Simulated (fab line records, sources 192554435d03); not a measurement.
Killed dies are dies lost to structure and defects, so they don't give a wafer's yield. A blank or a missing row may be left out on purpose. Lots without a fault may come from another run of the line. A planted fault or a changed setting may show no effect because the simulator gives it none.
fab line records | flow n5_finfet | part 1 of 2: steps 1 to 23 of 35
record lots=5 wafers=15 last_day=18
route steps=1938 shown TV_OPEN@1887 PAD_METAL@1893 PASSIVATION@1897
lots that met no fault: from a run of the same line without faults
start_h: hours from the record's first day to the start of the lot's first wafer shown | wait_h: hours since the lot's step before | " the same as in the row above | L1.1+2: a row that stands for several wafers | - no value, or no start given | * or withheld: withheld | < > ~ a bound
route shown NAME@n: a module of which the file shows steps, and the number in the route of the first | usual: mean/standard deviation of fault-free wafers | same: alike in all rows | chamber/n: place in a boat | sites: the reading at each site | _std_site: their standard deviation | _edge_site: outer sites' mean less inner sites' | radius_mm: how far each site lies from the wafer's centre | mask NAME#n: copy n | behind: the tool/chamber that last shaped the wafer | hold: why the lot was held/for how many hours/how that ended | device: the transistor (n, p or np) that didn't switch | end of line: the same wafers' tests at the end of the route | a step without rows: its recipe alone | killed: dies lost to structure and defects at the first sort, not the wafer's yield | map: a wafer's dies, x killed, . not, _ none there
set.NAME: the setting as run; set.NAME@STEP: as run at that earlier step | model.NAME: the simulator's own value behind a step, which no gauge read
lots at some steps of the route; a table a step, a row a wafer
services: from which hour (start_h, from the record's first day; less than 0 if before it) a tool's chamber was out of use, for how many hours, and why
## steps
# step N5_PASSIVATION_PASS_ETCH_74
# recipe chemistry=CF4/O2 target=SiNx target_depth_a=2200 time_s=110 ion_energy_ev=100 pressure_mtorr=40 source_w=535 bias_w=49 Ar_flow_sccm=100 cf4_flow_sccm=100 O2_flow_sccm=10
# usual drypump_motor_current_A=5.6/0.31 oes_product_au=0.81/0.084 rf_vpp_V=241/3.8 showerhead_plenum_p_Torr=2.22/0.046 throttle_valve_pct=15.93/0.18
# same time_s=110
# columns lot.wafer tool chamber start_h wait_h drypump_motor_current_A oes_product_au rf_hours_counter_h rf_vpp_V showerhead_plenum_p_Torr throttle_valve_pct
L080.1 rie_diel-05 0 320.76 0.0 6.1 0.72 209 243 2.29 16.00
L080.2 " 3 " " 5.5 0.97 3 239 2.17 15.85
L080.3 " 2 " " 5.6 0.81 96 245 2.22 16.02
L088.1 rie_diel-06 0 346.43 0.0 5.8 0.69 219 238 2.27 16.15
L088.4 " 1 " " 5.3 0.84 41 238 2.26 15.75
L088.5 " 1 " " 5.3 0.86 - 239 2.26 15.74
L090.4 rie_diel-06 1 361.58 0.0 5.3 0.86 - 237 2.26 15.75
L090.5 " 3 " " 5.4 0.79 - 235 2.13 16.03
L090.6 " 2 " " 5.6 0.68 - 236 2.17 16.26
L092.1 rie_diel-01 1 368.74 0.0 6.0 0.88 43 244 2.24 16.03
L092.2 " 2 " " 5.3 0.90 35 241 2.16 15.68
L092.3 " 3 " " 5.7 0.97 5 245 2.26 15.46
L097.3 rie_diel-01 3 427.47 0.0 5.7 0.93 23 246 2.25 15.49
L097.5 " 0 " " 6.1 0.77 - 238 2.22 16.05
L097.6 " 1 " " 6.0 0.85 - 242 2.23 16.07
# step N5_PASSIVATION_VIA_ETCH_13
# recipe chemistry=CHF3/O2 target=SiO2 target_depth_a=6600 CHF3_flow_sccm=50 O2_flow_sccm=5 Ar_flow_sccm=200 time_s=330 mask_material=PR pressure_mtorr=30 source_w=650 bias_w=170 ion_energy_ev=200 ends=cleared
# usual drypump_motor_current_A=5.6/0.31 etch_rf_on_time_s=237/5.7 oes_product_au=0.73/0.075 rf_vpp_V=525/7.8 showerhead_plenum_p_Torr=2.42/0.053 throttle_valve_pct=18.80/0.19
# columns lot.wafer tool chamber start_h wait_h drypump_motor_current_A etch_rf_on_time_s oes_product_au rf_hours_counter_h rf_vpp_V showerhead_plenum_p_Torr throttle_valve_pct
L080.1 rie_diel-05 0 320.85 0.0 6.1 234 0.65 209 529 2.51 18.91
L080.2 " 3 " " 5.5 232 0.87 3 520 2.37 18.77
L080.3 " 2 " " 5.6 233 0.72 96 533 2.43 18.93
L088.1 rie_diel-06 0 346.52 0.0 5.8 246 0.62 219 522 2.48 19.03
L088.4 " 1 " " 5.3 251 0.78 41 517 2.47 18.63
L088.5 " 1 " " 5.3 249 0.77 - 518 2.47 18.65
L090.4 rie_diel-06 1 361.72 0.1 5.3 239 0.77 - 519 2.47 18.64
L090.5 " 3 " " 5.3 234 0.71 - 514 2.33 18.92
L090.6 " 2 " " 5.5 243 0.61 - 511 2.38 19.13
L092.1 rie_diel-01 1 368.83 0.0 5.9 231 0.79 44 527 2.43 18.85
L092.2 " 2 " " 5.3 230 0.80 35 523 2.36 18.60
L092.3 " 3 " " 5.8 225 0.88 5 534 2.47 18.35
L097.3 rie_diel-01 3 427.57 0.0 5.8 229 0.83 23 532 2.46 18.40
L097.5 " 0 " " 6.1 242 0.71 - 515 2.41 18.85
L097.6 " 1 " " 6.0 232 0.78 - 528 2.43 18.90
# step N5_PASSIVATION_STRIP_14
# recipe chemistry=O2 power_w=600 temp_c=60 pressure_mtorr=30 rf_frequency_hz=6e+07 bias_power_w=0 overash_fraction=0.5 o2_flow_sccm=225
# usual drypump_motor_current_A=5.6/0.31 oes_product_au=0.80/0.083 rf_vpp_V=3.6/0.85 showerhead_plenum_p_Torr=2.11/0.043 throttle_valve_pct=16.61/0.21
# columns lot.wafer tool chamber start_h wait_h drypump_motor_current_A oes_product_au rf_hours_counter_h rf_vpp_V showerhead_plenum_p_Torr throttle_valve_pct
L080.1 rie_diel-05 0 321.05 0.1 6.0 0.71 209 3.2 2.17 16.64
L080.2 " 3 " " 5.5 0.96 3 3.3 2.06 16.55
L080.3 " 2 " " 5.5 0.79 96 3.8 2.10 16.60
L088.1 rie_diel-06 0 346.72 0.1 5.8 0.69 219 3.1 2.13 16.64
L088.4 " 1 " " 5.3 0.86 41 4.1 2.13 16.35
L088.5 " 1 " " 5.3 0.88 - 3.1 2.13 16.30
L090.4 rie_diel-06 1 361.84 0.0 5.3 0.87 - 4.2 2.13 16.39
L090.5 " 3 " " 5.3 0.80 - 4.1 2.02 16.69
L090.6 " 2 " " 5.6 0.69 - 4.2 2.08 16.99
L092.1 rie_diel-01 1 369.03 0.1 6.0 0.88 44 4.3 2.16 16.86
L092.2 " 2 " " 5.3 0.90 36 3.6 2.06 16.44
L092.3 " 3 " " 5.8 0.97 5 3.4 2.13 16.01
L097.3 rie_diel-01 3 427.76 0.1 5.8 0.92 23 3.5 2.12 16.04
L097.5 " 0 " " 6.1 0.78 - 3.5 2.13 16.84
L097.6 " 1 " " 5.9 0.85 - 2.8 2.15 16.88
# step N5_PASSIVATION_ETCH_15
# recipe chemistry=CF4/N2 target=SiCN target_depth_a=750 taper_deg=2 time_s=81.2 ion_energy_ev=150 mask_material=SiNx pressure_mtorr=40 source_w=430 bias_w=70 Ar_flow_sccm=100 cf4_flow_sccm=60 n2_flow_sccm=60
# usual drypump_motor_current_A=5.6/0.31 oes_product_au=0.81/0.083 rf_vpp_V=382.6/1.5 showerhead_plenum_p_Torr=2.22/0.046 throttle_valve_pct=15.38/0.19
# same time_s=81.2
# columns lot.wafer tool chamber start_h wait_h drypump_motor_current_A oes_product_au rf_hours_counter_h rf_vpp_V showerhead_plenum_p_Torr throttle_valve_pct
L080.1 rie_diel-05 0 - - 6.1 0.72 209 384.2 2.29 15.46
L080.2 " 3 " " 5.5 0.96 3 381.0 2.17 15.26
L080.3 " 2 " " 5.6 0.80 96 384.3 2.23 15.48
L088.1 rie_diel-06 0 - - 5.8 0.69 219 384.3 2.27 15.60
L088.4 " 1 " " 5.3 0.85 41 383.8 2.25 15.17
L088.5 " 1 " " 5.3 0.87 - 382.7 2.25 15.18
L090.4 rie_diel-06 1 - - 5.3 0.85 - 382.9 2.25 15.18
L090.5 " 3 " " 5.3 0.79 - 381.2 2.13 15.51
L090.6 " 2 " " 5.6 0.67 - 382.5 2.18 15.73
L092.1 rie_diel-01 1 - - 6.0 0.88 44 380.6 2.24 15.47
L092.2 " 2 " " 5.3 0.90 36 379.5 2.16 15.15
L092.3 " 3 " " 5.8 0.97 5 381.8 2.26 14.88
L097.3 rie_diel-01 3 - - 5.8 0.91 23 382.3 2.25 14.92
L097.5 " 0 " " 6.1 0.78 - 382.8 2.22 15.48
L097.6 " 1 " " 6.0 0.85 - 383.1 2.23 15.48
# step N5_PASSIVATION_STRIP_73
# recipe chemistry=post_etch_residue_remover time_s=60 temp_c=25 remover_ph=withheld remover_water_wt_pct=withheld remover_fluoride_wt_pct=withheld
# same time_s=60
# columns lot.wafer tool chamber start_h wait_h
L080.1+2+3 wet_bench-06 5,3,7 321.21 -
L088.1+4+5 wet_bench-04 7,4,1 346.88 -
L090.4+5+6 wet_bench-04 4,6,5 361.98 -
L092.1+2+3 wet_bench-06 6,4,5 369.18 -
L097.3+5+6 wet_bench-05 4,6,7 427.92 -
# step N5_PASSIVATION_SRD_17
# recipe time_s=30 temp_c=23 rinse_liquid=diw dry=n2_spin spin_rpm=1500 dry_time_s=30
# usual spin_rpm=1499.9/0.79
# same time_s=30
# columns lot.wafer tool chamber start_h wait_h spin_rpm
L080.1 wet_bench-06 5 321.23 0.0 1500.3
L080.2 " 3 " " 1500.4
L080.3 " 7 " " 1500.8
L088.1 wet_bench-04 7 346.90 0.0 1499.4
L088.4 " 4 " " 1501.0
L088.5 " 1 " " 1499.5
L090.4 wet_bench-04 4 362.00 0.0 1500.2
L090.5 " 6 " " 1500.5
L090.6 " 5 " " 1499.7
L092.1 wet_bench-06 6 369.20 0.0 1500.5
L092.2 " 4 " " 1501.1
L092.3 " 5 " " 1500.8
L097.3 wet_bench-05 4 427.94 0.0 1499.2
L097.5 " 6 " " 1500.9
L097.6 " 7 " " 1499.0
# step N5_PASSIVATION_DEGAS_18
# recipe ambient=vacuum temp_c=300 time_s=60
# usual heater_power_w=471/64
# same time_s=60
# columns lot.wafer tool chamber start_h wait_h heater_power_w
L080.1 pvd_sputter-03 - 321.42 0.2 491
L080.2 " - " " 396
L080.3 " - " " 488
L088.1 pvd_sputter-02 - 347.31 0.4 474
L088.4 " - " " 516
L088.5 " - " " 507
L090.4 pvd_sputter-03 - 362.34 0.3 397
L090.5 " - " " 497
L090.6 " - " " 602
L092.1 pvd_sputter-02 - 369.45 0.2 498
L092.2 " - " " 392
L092.3 " - " " 526
L097.3 pvd_sputter-03 - 428.48 0.5 500
L097.5 " - " " 488
L097.6 " - " " 392
# step N5_PASSIVATION_PRE_CLEAN_19
# recipe gas=H2/He time_s=* temp_c=*
# usual heater_power_w=471/65
# same time_s=*
# columns lot.wafer tool chamber start_h wait_h heater_power_w
L080.1 pvd_sputter-03 - 321.46 0.0 492
L080.2 " - " " 392
L080.3 " - " " 501
L088.1 pvd_sputter-02 - 347.35 0.0 486
L088.4 " - " " 515
L088.5 " - " " 513
L090.4 pvd_sputter-03 - 362.38 0.0 397
L090.5 " - " " 497
L090.6 " - " " 579
L092.1 pvd_sputter-02 - 369.49 0.0 491
L092.2 " - " " 396
L092.3 " - " " 529
L097.3 pvd_sputter-03 - 428.52 0.0 500
L097.5 " - " " 496
L097.6 " - " " 392
# step N5_PASSIVATION_SPUTTER_20
# recipe material=TaN target_thk_a=500 temp_c=25 chamber_pressure_pa=0.4
# usual throttle_valve_pct=30.3/0.93
# columns lot.wafer tool chamber start_h wait_h throttle_valve_pct
L080.1 pvd_sputter-03 - 321.50 0.0 30.7
L080.2 " - " " 29.4
L080.3 " - " " 29.4
L088.1 pvd_sputter-02 - 347.39 0.0 29.6
L088.4 " - " " 30.1
L088.5 " - " " 30.5
L090.4 pvd_sputter-03 - 362.42 0.0 29.8
L090.5 " - " " 29.3
L090.6 " - " " 30.9
L092.1 pvd_sputter-02 - 369.53 0.0 30.2
L092.2 " - " " 32.0
L092.3 " - " " 30.4
L097.3 pvd_sputter-03 - 428.56 0.0 29.3
L097.5 " - " " 29.5
L097.6 " - " " 29.6
# step N5_PASSIVATION_AL_DEP_21
# recipe material=Al target_thk_a=28000 temp_c=400 time_s=170 power_w=30000 chamber_pressure_pa=0.4 gas=Ar
# usual cathode_dc_power_W=30001/5.5 throttle_valve_pct=30.2/0.93
# same time_s=170
# columns lot.wafer tool chamber start_h wait_h cathode_dc_power_W throttle_valve_pct
L080.1 pvd_sputter-03 - 321.60 0.1 30001 30.8
L080.2 " - " " 30001 29.7
L080.3 " - " " 30005 29.3
L088.1 pvd_sputter-02 - 347.49 0.1 29994 29.9
L088.4 " - " " 30006 30.0
L088.5 " - " " 30002 30.3
L090.4 pvd_sputter-03 - 362.52 0.1 30001 29.3
L090.5 " - " " 29990 29.1
L090.6 " - " " 30000 31.0
L092.1 pvd_sputter-02 - 369.63 0.1 30000 30.1
L092.2 " - " " 29997 32.1
L092.3 " - " " 30002 30.6
L097.3 pvd_sputter-03 - 428.66 0.1 30000 29.1
L097.5 " - " " 30003 29.0
L097.6 " - " " 30006 29.4
# step N5_PASSIVATION_HMDS_23
# recipe time_s=60 temp_c=120
# same time_s=60
# columns lot.wafer tool chamber start_h wait_h
L080.1+2+3 litho_track-03 0 321.78 0.1
L088.1+4+5 litho_track-05 0 347.68 0.1
L090.4+5+6 litho_track-05 0 362.71 0.1
L092.1+2+3 litho_track-03 0 369.82 0.1
L097.3+5+6 litho_track-05 0 428.84 0.1
# step N5_PASSIVATION_COAT_24
# recipe spin_rpm=3000 resist_thk_nm=withheld
# columns lot.wafer tool chamber start_h wait_h
L080.1+2+3 litho_track-03 0 - -
L088.1+4+5 litho_track-05 0 - -
L090.4+5+6 litho_track-05 0 - -
L092.1+2+3 litho_track-03 0 - -
L097.3+5+6 litho_track-05 0 - -
# step N5_PASSIVATION_EBR_26
# recipe solvent=PGMEA ebr_width_mm=1.5
# columns lot.wafer tool chamber start_h wait_h
L080.1+2+3 litho_track-03 0 - -
L088.1+4+5 litho_track-05 0 - -
L090.4+5+6 litho_track-05 0 - -
L092.1+2+3 litho_track-03 0 - -
L097.3+5+6 litho_track-05 0 - -
# step N5_PASSIVATION_SOFTBAKE_25
# recipe temp_c=100 time_s=90
# same time_s=90
# columns lot.wafer tool chamber start_h wait_h
L080.1+2+3 litho_track-03 0 - -
L088.1+4+5 litho_track-05 0 - -
L090.4+5+6 litho_track-05 0 - -
L092.1+2+3 litho_track-03 0 - -
L097.3+5+6 litho_track-05 0 - -
# step N5_PASSIVATION_EXPOSE_27
# recipe mask_id=PAD na=0.55 source_shape=conventional sigma_outer=0.8 polarization=unpolarized defocus_nm=0 dose_mj=32.3
# same na=0.55
# columns lot.wafer tool chamber start_h wait_h mask
L080.1+2+3 krf_scanner-02 0 322.02 - PAD#0
L088.1+4+5 krf_scanner-01 0 347.91 - PAD#0
L090.4+5+6 krf_scanner-02 0 362.84 - PAD#0
L092.1+2+3 krf_scanner-02 0 369.92 - PAD#0
L097.3+5+6 krf_scanner-01 0 428.96 - PAD#0
# step N5_PASSIVATION_PEB_28
# recipe peb_temp_c=withheld peb_time_s=*
# columns lot.wafer tool chamber start_h wait_h
L080.1+2+3 litho_track-03 0 322.07 0.1
L088.1+4+5 litho_track-04 0 347.97 0.1
L090.4+5+6 litho_track-05 0 362.88 0.0
L092.1+2+3 litho_track-04 0 369.98 0.1
L097.3+5+6 litho_track-04 0 429.01 0.0
# step N5_PASSIVATION_DEVELOP_29
# recipe develop_time_s=60 rinse_liquid=diw dry=air_spin dev_temp_c=21
# same develop_time_s=60
# columns lot.wafer tool chamber start_h wait_h
L080.1+2+3 litho_track-03 0 - -
L088.1+4+5 litho_track-04 0 - -
L090.4+5+6 litho_track-05 0 - -
L092.1+2+3 litho_track-04 0 - -
L097.3+5+6 litho_track-04 0 - -
# step N5_PASSIVATION_HARDBAKE_31
# recipe temp_c=130 time_s=120
# same time_s=120
# columns lot.wafer tool chamber start_h wait_h
L080.1+2+3 litho_track-03 0 - -
L088.1+4+5 litho_track-04 0 - -
L090.4+5+6 litho_track-05 0 - -
L092.1+2+3 litho_track-04 0 - -
L097.3+5+6 litho_track-04 0 - -
# step N5_PASSIVATION_CD_MEAS_30
# recipe target_cd_nm=4000 landing_energy_ev=500 detector=se_inlens polarity=opening
# usual cd_nm=4000.4/1.6
# same landing_energy_ev=500
# columns lot.wafer tool chamber start_h wait_h cd_nm
L080.1 cd_sem-03 0 322.19 - 4001.5
L080.2 " 0 " " 4000.3
L080.3 " 0 " " 4001.1
L088.1 cd_sem-01 0 348.09 - 4003.0
L088.4 " 0 " " 4000.8
L088.5 " 0 " " 4000.9
L090.4 cd_sem-03 0 363.00 - 4001.0
L090.5 " 0 " " 4001.8
L090.6 " 0 " " 3999.3
L092.1 cd_sem-01 0 370.10 - 4000.5
L092.2 " 0 " " 3999.7
L092.3 " 0 " " 3999.2
L097.3 cd_sem-01 0 429.13 - 4001.7
L097.5 " 0 " " 4001.8
L097.6 " 0 " " 4000.0
# step N5_PASSIVATION_OVL_MEAS_63
# recipe points_per_wafer=44
# usual PAD_OVL=3/5.9
# columns lot.wafer tool chamber start_h wait_h PAD_OVL[nm]
L080.1 overlay-01 0 322.22 0.0 11
L080.2 " 0 " " 20
L080.3 " 0 " " 13
L088.1 overlay-01 0 348.12 0.0 -6
L088.4 " 0 " " -1
L088.5 " 0 " " 1
L090.4 overlay-01 0 363.03 0.0 5
L090.5 " 0 " " 2
L090.6 " 0 " " 0
L092.1 overlay-02 0 370.13 0.0 8
L092.2 " 0 " " 8
L092.3 " 0 " " 12
L097.3 overlay-01 0 429.16 0.0 -4
L097.5 " 0 " " -4
L097.6 " 0 " " -9
# step N5_PASSIVATION_INSPECT_64
# recipe mode=adi inspect_instrument=macro
# usual raw_defect_count=2.3/1.5
# columns lot.wafer tool chamber start_h wait_h raw_defect_count
L080.1 defect_inspect-01 - 322.25 0.0 4
L080.2 " - " " 1
L080.3 " - " " 2
L088.1 defect_inspect-02 - 348.14 0.0 3
L088.4 " - " " 4
L088.5 " - " " 4
L090.4 defect_inspect-02 - 363.05 0.0 1
L090.5 " - " " 2
L090.6 " - " " 2
L092.1 defect_inspect-02 - 370.15 0.0 3
L092.2 " - " " 1
L092.3 " - " " 2
L097.3 defect_inspect-01 - 429.18 0.0 2
L097.5 " - " " 3
L097.6 " - " " 0
# step N5_PASSIVATION_DESCUM_32
# recipe chemistry=O2 time_s=7.9 source_power_w=50 bias_power_w=20 pressure_mtorr=20 rf_frequency_hz=2.712e+07 temp_c=40 o2_flow_sccm=225
# usual drypump_motor_current_A=5.6/0.52 oes_product_au=0.83/0.064 rf_vpp_V=242.9/1.4 showerhead_plenum_p_Torr=2.08/0.07 throttle_valve_pct=20.34/0.24
# same time_s=7.9
# columns lot.wafer tool chamber start_h wait_h drypump_motor_current_A oes_product_au rf_hours_counter_h rf_vpp_V showerhead_plenum_p_Torr throttle_valve_pct
L080.1 rie_diel-03 0 322.34 0.1 6.1 0.82 77 241.3 2.04 20.81
L080.2 " 3 " " 5.1 0.68 203 243.6 2.14 20.35
L080.3 " 1 " " 5.3 0.75 127 243.7 2.04 20.36
L088.1 rie_diel-02 2 348.61 0.5 5.1 0.78 123 240.3 2.02 20.42
L088.4 " 0 " " 5.1 0.90 17 246.2 2.22 20.43
L088.5 " 1 " " 6.4 0.86 - 241.7 2.03 19.92
L090.4 rie_diel-02 2 363.47 0.4 5.2 0.77 129 242.4 2.02 20.42
L090.5 " 2 " " 5.1 0.78 - 240.9 2.02 20.43
L090.6 " 1 " " 6.4 0.85 - 242.6 2.03 19.88
L092.1 rie_diel-03 3 370.25 0.1 5.2 0.68 220 243.6 2.13 20.41
L092.2 " 2 " " 5.9 0.87 36 241.7 2.06 20.24
L092.3 " 0 " " 6.1 0.81 95 243.5 2.04 20.82
L097.3 rie_diel-04 3 429.25 0.1 6.1 0.78 96 241.0 2.03 20.23
L097.5 " 2 " " 5.1 0.80 - 241.9 2.03 20.47
L097.6 " 1 " " 6.0 0.88 - 244.2 2.13 20.43
# step N5_PASSIVATION_AL_ETCH_33
# recipe chemistry=Cl2/BCl3 target_depth_a=28000 over_etch_frac=0.15 Cl2_flow_sccm=180 bcl3_flow_sccm=60 target=Al stop_on=TaN time_s=466.7 ion_energy_ev=100 pressure_mtorr=10 icp_w=900 bias_w=100
# usual drypump_motor_current_A=5.8/0.42 oes_product_au=0.76/0.091 throttle_valve_pct=34.46/0.29
# same time_s=466.7
# columns lot.wafer tool chamber start_h wait_h drypump_motor_current_A oes_product_au rf_hours_counter_h throttle_valve_pct
L080.1 rie_metal-03 1 322.43 0.1 5.1 0.67 61 34.28
L080.2 " 0 " " 6.2 0.73 40 34.75
L080.3 " 0 " " 6.2 0.71 - 34.77
L088.1 rie_metal-02 1 348.70 0.1 5.6 0.79 11 34.42
L088.4 " 0 " " 5.9 0.84 - 33.80
L088.5 " 0 " " 5.9 0.84 - 33.78
L090.4 rie_metal-03 1 363.69 0.2 5.1 0.66 - 34.31
L090.5 " 1 " " 5.1 0.66 - 34.30
L090.6 " 0 " " 6.2 0.71 - 34.73
L092.1 rie_metal-01 0 370.34 0.1 5.6 0.79 12 34.53
L092.2 " 1 " " 6.4 0.87 2 34.61
L092.3 " 0 " " 5.6 0.78 - 34.54
L097.3 rie_metal-01 0 429.47 0.2 5.5 0.76 - 34.53
L097.5 " 0 " " 5.6 0.77 - 34.53
L097.6 " 1 " " 6.4 0.82 - 34.65
